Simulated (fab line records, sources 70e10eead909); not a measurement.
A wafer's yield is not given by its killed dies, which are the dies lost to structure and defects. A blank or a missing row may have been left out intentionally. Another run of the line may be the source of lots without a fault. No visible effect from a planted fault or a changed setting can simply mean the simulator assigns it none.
Chamber matching -- flow nandHarc -- 4 sister chambers for NHARC_A_CHANNEL_FILL_D2_ALD_14 on aldHk-02
The step deposits SiO2, target thk 2.5 nm, pulse time 10 s, ald cycles 25. 8 wafers are shown with their chamber, then 7 later ones without.

== EACH WAFER AND ITS CHAMBER ==
wafer,chamber,heaterPowerW (W),precursorPulseHeightRel
L080.4,2,528,0.993
L080.5,1,613,1.044
L084.4,3,493,0.993
L085.3,2,524,0.992
L085.5,0,397,0.986
L085.6,3,510,0.990
L087.2,1,617,1.008
L087.5,0,411,0.991

== WAFERS WITHOUT THEIR CHAMBER ==
wafer,heaterPowerW (W),precursorPulseHeightRel
L087.6,526,1.004
L090.2,615,0.994
L090.4,500,0.974
L090.5,598,0.985
L093.1,612,0.997
L093.5,510,0.981
L093.6,394,0.989

== THE CHAMBER EACH PASSED THROUGH ==
wafer,from the rows above,in truth
L087.6,2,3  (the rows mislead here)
L090.2,1,1
L090.4,3,3
L090.5,1,1
L093.1,1,1
L093.5,can't be placed: 3 or 2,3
L093.6,0,0
Correctly placed: 5 of 7. Can't be placed from these rows: 1 (the true chamber is among the candidates in 1). Wrongly placed: 1.
How it was worked out, from the rows above alone: a wafer's distance from a chamber is the root of the sum, over the readings, of the square of ((its reading less the chamber's mean) divided by the reading's scatter). If the next closest chamber is less than 2 further off than the closest, the wafer can't be placed; otherwise it belongs to the closest. The mean given for a chamber averages the wafers shown for that chamber. The scatter: the root of (the sum of the squares of (reading less its chamber's mean) over the shown wafers, divided by (wafers less chambers)).
